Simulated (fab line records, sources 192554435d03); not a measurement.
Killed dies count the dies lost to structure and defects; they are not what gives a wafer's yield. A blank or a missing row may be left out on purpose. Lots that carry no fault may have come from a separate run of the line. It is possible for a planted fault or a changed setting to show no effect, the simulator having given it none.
Matching of chambers ; flow n5_finfet ; N5_BEOL_M15_ILD_DEP_00 on pecvd-02: 3 sister chambers
The step deposits SiO2 from TEOS/O2, target thk 1629.3 nm, time 346.1 s. 6 wafers are shown with their chamber, then 7 later ones without.

## EACH WAFER AND ITS CHAMBER
wafer;chamber;throttle_valve_pct (%);heater_power_w (W)
L090.5;1;17.6;607
L092.2;2;18.7;628
L092.3;0;18.2;494
L092.4;1;18.0;465
L093.1;2;18.5;662
L093.3;0;18.3;530

## WAFERS WITHOUT THEIR CHAMBER
wafer;throttle_valve_pct (%);heater_power_w (W)
L093.6;18.0;470
L094.2;17.5;613
L094.3;18.2;412
L094.5;18.1;500
L096.1;18.2;453
L096.3;17.6;526
L096.5;17.7;622

## WHICH CHAMBER EACH WENT THROUGH
wafer;from the rows above;in truth
L093.6;can't be placed: 0 or 1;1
L094.2;1;1
L094.3;can't be placed: 0 or 1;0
L094.5;can't be placed: 0 or 1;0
L096.1;can't be placed: 0 or 1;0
L096.3;1;1
L096.5;can't be placed: 1 or 0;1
Correct placement for 2 of the 7. Not placeable from these rows: 5 (in 5, the candidates include the true chamber). Number placed wrongly: 0.
How it was worked out, from the rows above alone: a wafer's distance from a chamber is the root of the sum, over the readings, of the square of ((its reading less the chamber's mean) divided by the reading's scatter). If the next closest chamber is less than 2 further off than the closest, the wafer can't be placed; otherwise it belongs to the closest. The mean given for a chamber averages the wafers shown for that chamber. The scatter: take each reading less its chamber's mean, square it, sum over the shown wafers, divide by the number of wafers less the number of chambers, and take the root.
